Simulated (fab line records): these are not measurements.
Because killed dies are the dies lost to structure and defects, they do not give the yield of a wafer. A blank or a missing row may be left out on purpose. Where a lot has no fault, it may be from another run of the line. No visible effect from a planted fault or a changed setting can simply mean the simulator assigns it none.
What tool caused it? | flow n5Finfet | 30 wafers from 10 lots sampled at 6 of the route's 1938 steps

== WHAT THE GAUGES READ, wafer by wafer ==
N5_BEOL_M15_THK_MEAS_01. Usual: for M15_ILD_THK the level is 1620 nm and the standard deviation is 26.
lot  | measured     | on           | M15_ILD_THK (nm) | flag
L243 | day 11 13:54 | filmMetro-01 | 1627 1659 1697   | 
L245 | day 11 23:07 | filmMetro-02 | 1596 1616 1603   | 
L251 | day 14 01:20 | filmMetro-02 | 1617 2753 2745   | OFF
L253 | day 14 12:22 | filmMetro-02 | 1641 2763 2792   | OFF
L255 | day 14 23:16 | filmMetro-01 | 1609 1631 1642   | 
L259 | day 16 01:59 | filmMetro-02 | 1589 1603 1618   | 
L261 | day 16 14:59 | filmMetro-02 | 1583 1608 1630   | 
L262 | day 16 16:26 | filmMetro-02 | 1586 1598 1610   | 
L263 | day 17 00:10 | filmMetro-01 | 1570 1608 1607   | 
L265 | day 18 01:04 | filmMetro-02 | 1648 1650 1644   | 

N5_BEOL_M15_CD_MEAS_17 targets a cd of 360 nm. Usual: cdNm at 360.5 nm, with a standard deviation of 2.
lot  | measured     | on       | cdNm (nm)         | flag
L243 | day 11 14:58 | cdSem-03 | 357.3 357.4 358.6 | 
L245 | day 12 00:08 | cdSem-02 | 357.7 358.8 358.2 | 
L251 | day 14 02:14 | cdSem-03 | 363.9 372.1 371.3 | OFF
L253 | day 14 13:16 | cdSem-01 | 362.2 372.0 373.9 | OFF
L255 | day 15 00:09 | cdSem-02 | 359.9 361.7 359.4 | 
L259 | day 16 03:01 | cdSem-03 | 357.9 360.4 360.3 | 
L261 | day 16 16:04 | cdSem-02 | 360.4 361.5 362.0 | 
L262 | day 16 17:20 | cdSem-02 | 361.5 361.0 362.2 | 
L263 | day 17 01:31 | cdSem-02 | 358.7 358.8 358.4 | 
L265 | day 18 02:10 | cdSem-02 | 365.0 361.3 359.7 | 

== WHICH TOOL RAN EACH LOT (tool, then ch and the chambers of the sampled wafers, then the start) ==
lot  | N5_BEOL_M14_DESCUM_33             | N5_BEOL_M14_SPUTTER_43      | N5_BEOL_M14_SPUTTER_45      | N5_BEOL_M15_ILD_DEP_00
L243 | rieDiel-06 ch 0,3, day 11 10:25   | pvdSputter-03, day 11 12:11 | pvdSputter-03, day 11 12:20 | pecvd-03 ch 0,1,2, day 11 13:46
L245 | rieDiel-02 ch 0,1,3, day 11 18:17 | pvdSputter-02, day 11 21:20 | pvdSputter-02, day 11 21:30 | pecvd-03 ch 1,2, day 11 22:52
L251 | rieDiel-05 ch 1,2,3, day 13 21:33 | pvdSputter-01, day 13 23:22 | pvdSputter-01, day 13 23:32 | pecvd-03 ch 0,1,2, day 14 01:05
L253 | rieDiel-06 ch 0,1,2, day 14 08:16 | pvdSputter-02, day 14 10:52 | pvdSputter-02, day 14 11:01 | pecvd-03 ch 0,2, day 14 12:07
L255 | rieDiel-02 ch 0,1,3, day 14 20:44 | pvdSputter-02, day 14 21:44 | pvdSputter-02, day 14 21:53 | pecvd-01 ch 0,1, day 14 22:59
L259 | rieDiel-06 ch 0,1,3, day 15 15:50 | pvdSputter-02, day 16 00:21 | pvdSputter-02, day 16 00:31 | pecvd-01 ch 0,1, day 16 01:38
L261 | rieDiel-05 ch 0,1, day 16 09:35   | pvdSputter-03, day 16 13:29 | pvdSputter-03, day 16 13:38 | pecvd-01 ch 0,1, day 16 14:44
L262 | rieDiel-02 ch 0,1,2, day 16 10:46 | pvdSputter-01, day 16 14:56 | pvdSputter-01, day 16 15:06 | pecvd-04 ch 0,1, day 16 16:11
L263 | rieDiel-05 ch 0,2,3, day 16 19:16 | pvdSputter-03, day 16 22:33 | pvdSputter-03, day 16 22:43 | pecvd-04 ch 0,2, day 16 23:48
L265 | rieDiel-06 ch 0,1,2, day 17 20:13 | pvdSputter-02, day 17 23:25 | pvdSputter-02, day 17 23:34 | pecvd-03 ch 0,1, day 18 00:48
- N5_BEOL_M14_DESCUM_33: chemistry O2, time 7.9 s.
- N5_BEOL_M14_SPUTTER_43: material TaN, target thk 15 nm, time 24.19 s.
- N5_BEOL_M14_SPUTTER_45: material Cu, target thk 100 nm, time 16.67 s.
- N5_BEOL_M15_ILD_DEP_00: deposits SiO2 from TEOS/O2, target thk 1629.3 nm, time 346.1 s.

== WHAT THE TOOLS THEMSELVES READ (means of the sampled wafers that have a number; where no wafer has one, the mark that the record gives instead) ==
N5_BEOL_M14_DESCUM_33. Usual: drypumpMotorCurrentA 5.9 A, standard deviation 0.58; oesProductAu 0.80 a.u., standard deviation 0.072; rfFwdPowerW 49.40 W, standard deviation 0.21; rfVppV 242.5 V, standard deviation 1.3; showerheadPlenumPTorr 2.06 Torr, standard deviation 0.067; throttleValvePct 20.34 %, standard deviation 0.23.
lot  | tool       | drypumpMotorCurrentA (A) | oesProductAu (a.u.) | rfFwdPowerW (W) | rfVppV (V) | showerheadPlenumPTorr (Torr) | throttleValvePct (%) | flag
L243 | rieDiel-06 | 5.4                      | 0.69                | 49.29           | 243.0      | 2.03                         | 20.83                | 
L245 | rieDiel-02 | 5.5                      | 0.78                | 49.30           | 242.0      | 2.05                         | 20.34                | 
L251 | rieDiel-05 | 6.0                      | 0.77                | 49.48           | 242.5      | 2.05                         | 20.37                | 
L253 | rieDiel-06 | 5.7                      | 0.89                | 49.08           | 243.7      | 2.16                         | 20.38                | 
L255 | rieDiel-02 | 5.5                      | 0.84                | 49.46           | 241.4      | 2.04                         | 20.25                | 
L259 | rieDiel-06 | 5.8                      | 0.81                | 49.29           | 244.3      | 2.20                         | 20.45                | 
L261 | rieDiel-05 | 6.2                      | 0.79                | 49.54           | 241.8      | 2.01                         | 20.36                | 
L262 | rieDiel-02 | 5.6                      | 0.76                | 49.48           | 242.3      | 2.02                         | 20.35                | 
L263 | rieDiel-05 | 5.8                      | 0.81                | 49.41           | 241.8      | 2.02                         | 20.24                | 
L265 | rieDiel-06 | 5.7                      | 0.85                | 49.14           | 244.2      | 2.15                         | 20.43                | 

N5_BEOL_M14_SPUTTER_43. Usual: throttleValvePct at 30.1 %, with a standard deviation of 1.1.
lot  | tool          | throttleValvePct (%) | flag
L243 | pvdSputter-03 | 30.5                 | 
L245 | pvdSputter-02 | 30.0                 | 
L251 | pvdSputter-01 | 30.3                 | 
L253 | pvdSputter-02 | 29.5                 | 
L255 | pvdSputter-02 | 28.4                 | 
L259 | pvdSputter-02 | 29.9                 | 
L261 | pvdSputter-03 | 30.2                 | 
L262 | pvdSputter-01 | 30.4                 | 
L263 | pvdSputter-03 | 30.5                 | 
L265 | pvdSputter-02 | 31.1                 | 

N5_BEOL_M14_SPUTTER_45. Usual: throttleValvePct at 30.1 %, with a standard deviation of 1.1.
lot  | tool          | throttleValvePct (%) | flag
L243 | pvdSputter-03 | 30.6                 | 
L245 | pvdSputter-02 | 30.1                 | 
L251 | pvdSputter-01 | 30.5                 | 
L253 | pvdSputter-02 | 29.4                 | 
L255 | pvdSputter-02 | 28.3                 | 
L259 | pvdSputter-02 | 30.0                 | 
L261 | pvdSputter-03 | 30.1                 | 
L262 | pvdSputter-01 | 30.4                 | 
L263 | pvdSputter-03 | 30.4                 | 
L265 | pvdSputter-02 | 31.0                 | 

N5_BEOL_M15_ILD_DEP_00. Usual: heaterPowerW 572 W, standard deviation 91; rfFwdPowerW 898.2 W, standard deviation 2.8; runLengthS 388.8 s, standard deviation 0.48; showerheadPlenumPTorr 8.38 Torr, standard deviation 0.035; throttleValvePct 18.6 %, standard deviation 1.
lot  | tool     | heaterPowerW (W) | rfFwdPowerW (W) | runLengthS (s) | showerheadPlenumPTorr (Torr) | throttleValvePct (%) | flag
L243 | pecvd-03 | 580              | 898.0           | 389.1          | 8.40                         | 18.1                 | 
L245 | pecvd-03 | 534              | 896.3           | 389.4          | 8.41                         | 18.0                 | 
L251 | pecvd-03 | 582              | 898.3           | 547.9          | 8.41                         | 18.2                 | OFF
L253 | pecvd-03 | 639              | 898.9           | 547.9          | 8.42                         | 18.1                 | OFF
L255 | pecvd-01 | 520              | 899.6           | 388.6          | 8.36                         | 19.5                 | 
L259 | pecvd-01 | 524              | 897.8           | 388.7          | 8.35                         | 19.5                 | 
L261 | pecvd-01 | 605              | 896.6           | 388.5          | 8.37                         | 20.2                 | 
L262 | pecvd-04 | 608              | 895.9           | 388.6          | 8.39                         | 19.2                 | 
L263 | pecvd-04 | 511              | 899.5           | 388.5          | 8.35                         | 18.2                 | 
L265 | pecvd-03 | 584              | 897.5           | 389.1          | 8.40                         | 17.9                 | 

== THE ANSWER, worked out from the rows above alone ==
Rule: lot off if the mean of its wafers having a number is beyond 3 standard deviations from the usual mean. A lot without any number at a reading at which 4 lots or more have one is off too. The other lots that the step has rows for count as sound. After the gauges, taken in route order, come the tools' own readings; for these a lot's mean is taken, as printed above. The first step at which some lot is off is used, and at that step the reading that is off furthest; a lot without a number counts as furthest.
Off: L251, L253, at N5_BEOL_M15_THK_MEAS_01 (M15_ILD_THK).
If a tool, at a process step before that reading, ran all the lots that are off and no sound lot after the first of them, it fits. Not tried: the gauges at N5_BEOL_M15_THK_MEAS_01; whatever is off there is also off at N5_BEOL_M15_CD_MEAS_17, on other tools, and gauge error can't account for it. Of those tried, none fits.

== WHAT WAS PUT IN BY THE SIMULATOR ==
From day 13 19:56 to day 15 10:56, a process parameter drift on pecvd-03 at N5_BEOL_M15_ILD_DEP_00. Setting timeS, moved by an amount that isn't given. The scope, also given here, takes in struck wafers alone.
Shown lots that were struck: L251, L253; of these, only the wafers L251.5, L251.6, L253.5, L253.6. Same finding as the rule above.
